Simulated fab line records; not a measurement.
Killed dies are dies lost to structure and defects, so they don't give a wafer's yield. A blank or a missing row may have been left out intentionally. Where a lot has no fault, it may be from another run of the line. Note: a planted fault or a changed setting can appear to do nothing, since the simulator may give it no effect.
Chamber matching :: flow n5 finfet :: N5_BEOL_M11_DESCUM_16 on rie diel-06: 4 sister chambers
The step chemistry O2, time 7.9 s. 14 wafers are shown with their chamber, then 7 later ones without.

== WAFERS PAIRED WITH THEIR CHAMBERS ==
wafer: L078.2
chamber: 0
drypump motor current A (A): 5.9
throttle valve pct (%): 20.42
oes product au (a.u.): 0.87

wafer: L078.5
chamber: 0
drypump motor current A (A): 5.9
throttle valve pct (%): 20.41
oes product au (a.u.): 0.87

wafer: L078.6
chamber: 3
drypump motor current A (A): 5.9
throttle valve pct (%): 20.28
oes product au (a.u.): 0.75

wafer: L080.1
chamber: 3
drypump motor current A (A): 6.0
throttle valve pct (%): 20.27
oes product au (a.u.): 0.75

wafer: L080.2
chamber: 2
drypump motor current A (A): 5.5
throttle valve pct (%): 19.95
oes product au (a.u.): 0.85

wafer: L080.6
chamber: 2
drypump motor current A (A): 5.5
throttle valve pct (%): 19.95
oes product au (a.u.): 0.87

wafer: L083.1
chamber: 2
drypump motor current A (A): 5.5
throttle valve pct (%): 19.95
oes product au (a.u.): 0.86

wafer: L083.2
chamber: 3
drypump motor current A (A): 6.0
throttle valve pct (%): 20.28
oes product au (a.u.): 0.76

wafer: L083.5
chamber: 0
drypump motor current A (A): 5.9
throttle valve pct (%): 20.41
oes product au (a.u.): 0.86

wafer: L087.1
chamber: 3
drypump motor current A (A): 6.0
throttle valve pct (%): 20.32
oes product au (a.u.): 0.75

wafer: L087.5
chamber: 1
drypump motor current A (A): 6.7
throttle valve pct (%): 20.60
oes product au (a.u.): 0.66

wafer: L087.6
chamber: 0
drypump motor current A (A): 5.9
throttle valve pct (%): 20.43
oes product au (a.u.): 0.85

wafer: L092.3
chamber: 2
drypump motor current A (A): 5.5
throttle valve pct (%): 19.97
oes product au (a.u.): 0.85

wafer: L092.5
chamber: 2
drypump motor current A (A): 5.5
throttle valve pct (%): 19.98
oes product au (a.u.): 0.84

SIGNATURES (averages over the wafers above)
reading: drypump motor current A
chamber 0: 5.900
chamber 1: 6.700
chamber 2: 5.500
chamber 3: 5.975
scatter within a chamber: 0.0274

reading: throttle valve pct
chamber 0: 20.4175
chamber 1: 20.6000
chamber 2: 19.9600
chamber 3: 20.2875
scatter within a chamber: 0.016

reading: oes product au
chamber 0: 0.8625
chamber 1: 0.6600
chamber 2: 0.8540
chamber 3: 0.7525
scatter within a chamber: 0.00933
Rule: a wafer's distance from a chamber is the root of the sum, over the readings, of the square of ((its reading less the chamber's mean) divided by the reading's scatter). If the next closest chamber is less than 2 further off than the closest, the wafer can't be placed; otherwise it belongs to the closest. The scatter: take each reading less its chamber's mean, square it, sum over the shown wafers, divide by the number of wafers less the number of chambers, and take the root.

== WAFERS WITHOUT THEIR CHAMBER ==
wafer: L092.6
drypump motor current A (A): 6.0
throttle valve pct (%): 20.31
oes product au (a.u.): 0.73

wafer: L094.2
drypump motor current A (A): 6.8
throttle valve pct (%): 20.21
oes product au (a.u.): 0.97

wafer: L094.4
drypump motor current A (A): 5.4
throttle valve pct (%): 19.99
oes product au (a.u.): 0.83

wafer: L094.5
drypump motor current A (A): 5.9
throttle valve pct (%): 20.47
oes product au (a.u.): 0.83

wafer: L096.1
drypump motor current A (A): 5.9
throttle valve pct (%): 20.46
oes product au (a.u.): 0.82

wafer: L096.2
drypump motor current A (A): 6.0
throttle valve pct (%): 20.33
oes product au (a.u.): 0.72

wafer: L096.4
drypump motor current A (A): 6.7
throttle valve pct (%): 20.20
oes product au (a.u.): 0.96

== EACH ONE'S CHAMBER ==
wafer: L092.6
from the rows above: 3
in truth: 3

wafer: L094.2
from the rows above: can't be placed: 0 or 3
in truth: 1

wafer: L094.4
from the rows above: 2
in truth: 2

wafer: L094.5
from the rows above: 0
in truth: 0

wafer: L096.1
from the rows above: 0
in truth: 0

wafer: L096.2
from the rows above: 3
in truth: 3

wafer: L096.4
from the rows above: can't be placed: 0 or 3
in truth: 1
Placed correctly: 5 of 7. Unplaceable from these rows: 2, with the true chamber sitting among the candidates in 0. 0 placed wrongly.
